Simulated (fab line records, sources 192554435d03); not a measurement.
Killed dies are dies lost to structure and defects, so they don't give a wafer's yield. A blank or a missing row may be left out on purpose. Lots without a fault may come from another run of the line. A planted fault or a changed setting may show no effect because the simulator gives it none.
fab line records | flow n5_finfet
record lots=9 wafers=27 last_day=18
route steps=1938 shown BEOL_M3@955 BEOL_M4@1111 PASSIVATION@1936
lots that met no fault: from a run of the same line without faults
start_h: hours from the record's first day to the start of the lot's first wafer shown | wait_h: hours since the lot's step before | " the same as in the row above | L1.1+2: a row that stands for several wafers | - no value, or no start given | * or withheld: withheld | < > ~ a bound
route shown NAME@n: a module of which the file shows steps, and the number in the route of the first | usual: mean/standard deviation of fault-free wafers | same: alike in all rows | chamber/n: place in a boat | sites: the reading at each site | _std_site: their standard deviation | _edge_site: outer sites' mean less inner sites' | radius_mm: how far each site lies from the wafer's centre | mask NAME#n: copy n | behind: the tool/chamber that last shaped the wafer | hold: why the lot was held/for how many hours/how that ended | device: the transistor (n, p or np) that didn't switch | end of line: the same wafers' tests at the end of the route | a step without rows: its recipe alone | killed: dies lost to structure and defects at the first sort, not the wafer's yield | map: a wafer's dies, x killed, . not, _ none there
set.NAME: the setting as run; set.NAME@STEP: as run at that earlier step | model.NAME: the simulator's own value behind a step, which no gauge read
steps of the route over a sample of lots; a table a step, a row a wafer
services: from which hour (start_h, from the record's first day; less than 0 if before it) a tool's chamber was out of use, for how many hours, and why
## steps
# step N5_BEOL_M3_STRIP_19
# recipe chemistry=O2 power_w=400 temp_c=40 pressure_mtorr=30 rf_frequency_hz=6e+07 bias_power_w=0 overash_fraction=0.2 o2_flow_sccm=225
# usual drypump_motor_current_A=5.5/0.33 oes_product_au=0.79/0.088 rf_vpp_V=3.7/0.5 showerhead_plenum_p_Torr=2.12/0.074 throttle_valve_pct=16.59/0.28
# same bias_power_w=0
# columns lot.wafer tool chamber start_h wait_h drypump_motor_current_A oes_product_au rf_hours_counter_h rf_vpp_V showerhead_plenum_p_Torr throttle_valve_pct
L799.3 rie_diel-01 1 140.77 0.2 5.8 0.72 199 3.7 2.08 17.05
L799.4 " 0 " " 5.9 0.85 54 5.0 2.13 16.27
L799.5 " 2 " " 5.3 0.89 - 3.0 2.05 16.16
L801.2 rie_diel-04 2 168.68 0.1 5.5 0.77 157 3.5 2.18 16.66
L801.3 " 0 " " 5.0 0.73 189 3.7 2.17 16.73
L801.4 " 0 " " 4.9 0.73 - 3.1 2.17 16.73
L802.1 rie_diel-04 2 168.72 0.1 5.5 0.77 157 4.2 2.18 16.65
L802.3 " 0 " " 4.9 0.73 189 4.0 2.17 16.73
L802.4 " 2 " " 5.5 0.76 - 3.9 2.18 16.64
L806.1 rie_diel-01 3 205.87 0.1 5.3 0.99 0 4.1 2.07 16.33
L806.3 " 0 " " 5.9 0.83 73 3.2 2.13 16.31
L806.6 " 0 " " 5.9 0.82 - 3.7 2.13 16.32
L807.1 rie_diel-02 3 207.15 0.1 5.9 0.70 223 4.6 2.16 16.82
L807.3 " 2 " " 6.0 0.73 171 2.9 2.00 16.60
L807.5 " 3 " " 5.9 0.70 - 2.5 2.16 16.83
L809.1 rie_diel-04 0 213.51 0.1 5.0 0.72 204 3.9 2.17 16.75
L809.3 " 1 " " 5.2 0.85 67 4.8 2.03 16.73
L809.6 " 2 " " 5.5 0.76 - 3.7 2.18 16.67
L818.3 rie_diel-04 0 273.32 0.1 5.0 0.71 221 4.0 2.16 16.78
L818.5 " 0 " " 5.0 0.70 - 3.6 2.16 16.78
L818.6 " 1 " " 5.2 0.83 - 3.5 2.03 16.77
L819.1 rie_diel-04 2 274.75 0.1 5.5 0.74 191 3.9 2.17 16.73
L819.2 " 3 " " 5.2 0.89 28 4.7 2.23 16.23
L819.6 " 2 " " 5.5 0.74 - 3.5 2.17 16.72
L822.1 rie_diel-01 2 287.74 0.1 5.4 0.82 71 4.0 2.03 16.25
L822.4 " 1 " " 5.7 0.69 245 3.1 2.07 17.14
L822.6 " 3 " " 5.3 0.90 - 3.7 2.06 16.38
# step N5_BEOL_M3_CD_MEAS_18
# recipe pitch_nm=36 target_cd_nm=18
# usual cd_nm=18.05/0.27
# columns lot.wafer tool chamber start_h wait_h cd_nm
L799.3 cd_sem-01 - 140.84 0.1 18.06
L799.4 " - " " 18.11
L799.5 " - " " 18.29
L801.2 cd_sem-02 - 168.75 0.1 18.24
L801.3 " - " " 18.88
L801.4 " - " " 18.32
L802.1 cd_sem-01 - 168.79 0.0 17.68
L802.3 " - " " 18.49
L802.4 " - " " 18.12
L806.1 cd_sem-03 - 205.94 0.0 17.92
L806.3 " - " " 18.12
L806.6 " - " " 18.12
L807.1 cd_sem-03 - 207.22 0.0 18.14
L807.3 " - " " 18.15
L807.5 " - " " 18.14
L809.1 cd_sem-01 - 213.58 0.0 17.97
L809.3 " - " " 18.48
L809.6 " - " " 18.10
L818.3 cd_sem-01 - 273.40 0.1 18.03
L818.5 " - " " 17.81
L818.6 " - " " 18.09
L819.1 cd_sem-01 - 274.82 0.0 18.18
L819.2 " - " " 18.50
L819.6 " - " " 18.50
L822.1 cd_sem-03 - 287.81 0.0 17.94
L822.4 " - " " 18.04
L822.6 " - " " 17.92
# step N5_BEOL_M3_ALD_98
# recipe material=SiO2 target_thk_a=25 temp_c=100 ald_precursor_family=BDEAS ald_co_reactant=O2-plasma pulse_time_s=1 co_reactant_pulse_time_s=1 purge_time_s=2 co_reactant_purge_time_s=2 ald_cycles=17 pressure_torr=2
# usual ald_cycles=17/0 heater_power_outer_w=43/5.9 heater_power_w=80/9.8 precursor_pulse_height_rel=0.999/0.02
# columns lot.wafer tool chamber start_h wait_h ald_cycles heater_power_outer_w heater_power_w precursor_pulse_height_rel
L799.3 ald_sin-01 0 142.21 0.4 17 36 74 1.007
L799.4 " 2 " " 17 43 80 0.979
L799.5 " 3 " " 17 40 76 1.008
L801.2 ald_sin-01 0 169.32 0.1 17 37 71 0.992
L801.3 " 2 " " 17 45 79 0.989
L801.4 " 1 " " 17 33 66 0.981
L802.1 ald_sin-02 0 174.39 0.5 17 53 102 0.971
L802.3 " 1 " " 17 39 77 0.991
L802.4 " 2 " " 17 46 83 1.003
L806.1 ald_sin-01 2 207.15 0.5 17 45 81 0.990
L806.3 " 0 " " 17 37 71 0.978
L806.6 " 1 " " 17 34 66 0.976
L807.1 ald_sin-01 1 207.92 0.1 29 34 66 0.998
L807.3 " 2 " " 29 44 80 1.038
L807.5 " 0 " " 29 36 71 1.000
L809.1 ald_sin-01 2 214.16 0.1 29 44 81 1.018
L809.3 " 0 " " 29 36 75 0.986
L809.6 " 2 " " 29 46 80 0.992
L818.3 ald_sin-02 1 274.10 0.1 17 37 79 0.991
L818.5 " 2 " " 17 49 83 1.025
L818.6 " 3 " " 17 44 82 0.977
L819.1 ald_sin-04 0 275.56 0.1 17 45 81 1.000
L819.2 " 2 " " 17 45 91 0.992
L819.6 " 0 " " 17 45 81 0.956
L822.1 ald_sin-04 3 289.00 0.2 17 43 81 1.026
L822.4 " 1 " " 17 35 69 0.983
L822.6 " 3 " " 17 45 80 1.035
# step N5_BEOL_M3_TRENCH_ETCH_37
# recipe chemistry=C4F6/O2 target_depth_a=555.55 target=SiOC time_s=29.2 ion_energy_ev=250 pressure_mtorr=30 source_w=355 bias_w=185 Ar_flow_sccm=300 C4F6_flow_sccm=10 O2_flow_sccm=10
# usual drypump_motor_current_A=5.6/0.35 oes_product_au=0.78/0.089 rf_vpp_V=663/5.1 showerhead_plenum_p_Torr=2.88/0.096 throttle_valve_pct=20.83/0.22
# columns lot.wafer tool chamber start_h wait_h drypump_motor_current_A oes_product_au rf_hours_counter_h rf_vpp_V showerhead_plenum_p_Torr throttle_valve_pct
L799.3 rie_diel-02 0 - - 5.8 0.71 209 662 2.94 21.01
L799.4 " 2 " " 6.0 0.76 153 661 2.74 20.82
L799.5 " 0 " " 5.8 0.72 - 662 2.94 21.02
L801.2 rie_diel-02 2 - - 6.0 0.73 160 665 2.74 20.85
L801.3 " 0 " " 5.8 0.70 215 661 2.94 21.03
L801.4 " 3 " " 5.8 0.70 212 659 2.93 20.92
L802.1 rie_diel-04 0 - - 5.0 0.73 192 665 2.93 20.79
L802.3 " 1 " " 5.2 0.87 55 659 2.78 20.99
L802.4 " 1 " " 5.2 0.88 - 657 2.78 20.98
L806.1 rie_diel-02 3 - - 5.9 0.69 223 660 2.92 20.94
L806.3 " 0 " " 5.8 0.70 226 661 2.93 21.03
L806.6 " 2 " " 6.0 0.73 - 663 2.73 20.85
L807.1 rie_diel-02 0 - - 5.8 0.70 227 662 2.93 21.04
L807.3 " 1 " " 5.7 0.93 25 669 3.03 20.71
L807.5 " 2 " " 6.0 0.73 - 662 2.73 20.87
L809.1 rie_diel-04 3 - - 5.2 0.94 10 675 3.03 20.40
L809.3 " 0 " " 4.9 0.72 204 666 2.92 20.81
L809.6 " 1 " " 5.2 0.86 - 659 2.77 21.00
L818.3 rie_diel-01 1 - - 5.7 0.69 242 662 2.82 21.36
L818.5 " 3 " " 5.3 0.90 - 671 2.79 20.58
L818.6 " 2 " " 5.4 0.83 - 666 2.79 20.51
L819.1 rie_diel-02 3 - - 5.9 0.69 243 660 2.91 20.97
L819.2 " 0 " " 5.8 0.69 246 662 2.92 21.06
L819.6 " 0 " " 5.8 0.69 - 659 2.92 21.06
L822.1 rie_diel-02 3 - - 5.9 0.67 250 659 2.91 20.98
L822.4 " 3 " " 5.9 0.68 - 657 2.91 20.98
L822.6 " 2 " " 6.0 0.71 - 664 2.72 20.91
# step N5_BEOL_M4_RC_MEAS_101
# usual DIBL_N=35.9/1.3 DIBL_P=36.3/1.5 IOFF_N=0.153/0.023 IOFF_P=0.208/0.028 ION_N=672/9.7 ION_P=462/6.6 SS_N=71.5/0.53 SS_P=73.3/0.59 VT_N=250.4/2.7 VT_P=-250.5/3
# columns lot.wafer tool chamber start_h wait_h DIBL_N[mV/V] DIBL_P[mV/V] IOFF_N[nA/um] IOFF_P[nA/um] ION_N[uA/um] ION_P[uA/um] SS_N[mV/dec] SS_P[mV/dec] VT_N[mV] VT_P[mV]
L799.3 prober-02 0 168.84 0.3 35.3 35.2 0.137 0.175 660 453 71.3 73.1 250.9 -254.6
L799.4 " 0 " " 36.9 37.2 0.162 0.197 679 461 71.8 73.7 249.6 -255.0
L799.5 " 0 " " 34.4 33.8 0.120 0.152 660 450 70.7 72.3 254.1 -257.9
L801.2 prober-02 0 194.10 0.2 34.1 36.7 0.150 0.207 674 467 71.5 73.5 247.2 -250.3
L801.3 " 0 " " 33.4 36.1 0.139 0.206 665 463 71.5 73.4 248.8 -250.9
L801.4 " 0 " " 34.4 36.6 0.148 0.195 664 455 71.6 73.8 246.3 -252.2
L802.1 prober-01 0 200.32 0.0 37.3 37.6 0.186 0.275 672 470 72.6 73.6 245.2 -245.2
L802.3 " 0 " " 35.1 34.8 0.148 0.214 670 469 71.1 72.8 250.7 -248.0
L802.4 " 0 " " 38.7 39.2 0.218 0.307 690 478 73.0 73.3 246.7 -243.2
L806.1 prober-01 0 225.15 0.0 37.4 38.0 0.171 0.221 674 466 72.1 74.5 248.5 -248.4
L806.3 " 0 " " 37.9 38.7 0.185 0.240 677 466 70.7 74.4 249.1 -250.1
L806.6 " 0 " " 38.0 39.7 0.196 0.259 682 477 72.0 74.4 246.2 -249.4
L807.1 prober-02 0 231.53 0.0 35.5 35.2 0.133 0.188 660 453 71.2 72.8 253.5 -253.0
L807.3 " 0 " " 36.2 35.9 0.149 0.192 670 458 71.2 73.1 252.0 -255.0
L807.5 " 0 " " 35.2 35.0 0.128 0.180 664 452 71.2 73.4 255.7 -255.7
L809.1 prober-01 0 236.63 0.0 35.1 34.6 0.125 0.201 666 466 70.8 72.6 253.6 -245.9
L809.3 " 0 " " 35.7 35.3 0.141 0.216 670 462 71.6 73.7 248.8 -247.0
L809.6 " 0 " " 35.5 34.3 0.130 0.203 668 463 71.7 73.0 253.1 -245.9
L818.3 prober-01 0 303.42 0.8 33.7 34.3 0.136 0.213 665 462 70.9 73.3 251.6 -247.8
L818.5 " 0 " " 33.9 34.7 0.137 0.212 670 466 70.4 72.4 250.3 -248.5
L818.6 " 0 " " 34.0 35.1 0.144 0.223 686 476 71.5 73.6 251.4 -245.7
L819.1 prober-01 0 309.20 0.0 35.8 38.0 0.168 0.216 673 462 71.5 73.4 249.3 -252.6
L819.2 " 0 " " 32.8 34.6 0.121 0.176 669 460 71.3 72.8 251.3 -253.5
L819.6 " 0 " " 34.9 37.1 0.152 0.203 685 474 71.5 73.5 252.4 -249.4
L822.1 prober-02 0 336.40 0.0 35.8 35.8 0.145 0.211 689 473 70.6 72.9 248.5 -249.6
L822.4 " 0 " " 35.0 34.7 0.134 0.189 679 469 70.9 72.8 250.8 -249.5
L822.6 " 0 " " 35.3 34.6 0.136 0.192 672 462 70.7 73.1 250.5 -249.6
# step N5_PASSIVATION_PROBE_49
# usual defect_limited_yield=91.1/1.5 killed_at_M0_to_M3=35/9.5 killed_at_M4_up=13/5.2 killed_at_contacts=12/6.1 killed_at_front_end=41/14 killed_at_other=3.8/2.9 killed_dies=105/17 killed_open=70/13 killed_short=33/8.4 sort_bin_5_function=5.1/0.97 sort_bin_6_memory=3.4/0.69 sort_n_pass=1075/17 sort_yield_pct=91.1/1.5
# same gross_dies=1180 killed_at_back_side=0 sort_bin_4_leakage[%]=0 sort_bin_8_speed[%]=0
# columns lot.wafer tool chamber start_h wait_h defect_limited_yield[%] killed_at_M0_to_M3 killed_at_M4_up killed_at_contacts killed_at_front_end killed_at_other killed_dies killed_open killed_short sort_bin_5_function[%] sort_bin_6_memory[%] sort_n_pass sort_yield_pct[%]
L807.3 prober-01 - 344.67 0.1 90.9 32 17 14 41 3 107 71 30 4.9 3.6 1073 90.9
# killed by level:class
L807.3 MOL_CONTACT_COAG:geometric_particle:open=11 STI_FIN_REVEAL:geometric_particle:open=9 BEOL_M2:geometric_particle:open=7 FIN_SAQP:geometric_particle:short=6 FIN_SAQP:geometric_particle:open=6 DUMMY_GATE:geometric_particle:open=6 BEOL_M1:geometric_particle:open=5 GATE_CUT:geometric_particle:short=4
## services
# columns tool chamber start_h hours kind
ald_sin-04 3 121.37 8.2 repair
rie_diel-02 1 122.31 - clean
rie_diel-02 1 122.31 - consumable_replace:focus_ring
rie_diel-02 1 122.31 - consumable_replace:showerhead
rie_diel-02 1 122.31 15.9 scheduled_down
rie_diel-02 1 122.31 15.9 vent_cycle
rie_diel-04 - 128.58 28.1 pm
ald_sin-01 2 132.12 6.5 repair
ald_sin-04 0 133.24 22.3 repair
ald_sin-01 0 149.81 5.6 repair
rie_diel-04 3 170.75 - clean
rie_diel-04 3 170.75 - consumable_replace:focus_ring
rie_diel-04 3 170.75 - consumable_replace:showerhead
rie_diel-04 3 170.75 15.6 scheduled_down
rie_diel-04 3 170.75 15.6 vent_cycle
rie_diel-01 - 196.89 8.3 repair
ald_sin-01 3 207.01 1.9 repair
rie_diel-01 2 258.46 12.2 repair
ald_sin-01 2 266.77 10.1 repair
ald_sin-01 - 269.10 14.0 pm
rie_diel-02 0 296.99 - clean
rie_diel-02 0 296.99 - consumable_replace:focus_ring
rie_diel-02 0 296.99 19.5 scheduled_down
rie_diel-02 0 296.99 19.5 vent_cycle
## key
first_sign step=N5_BEOL_M3_ALD_98 reading=ald_cycles direction=up sigmas=99+ usual=* struck=*
effect none on later readings
met_at N5_BEOL_M3_ALD_98
struck_lots L807,L809
not_acting_at N5_BEOL_M3_STRIP_19,N5_BEOL_M3_CD_MEAS_18,N5_BEOL_M3_TRENCH_ETCH_37
onset_between 207.15 207.92
fault kind=process_parameter_drift tool=ald_sin-01 chamber=- onset_h=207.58 steps=N5_BEOL_M3_ALD_98 channel=ald_cycles offset=* shape=step end_h=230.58 acts_in=* stated=*
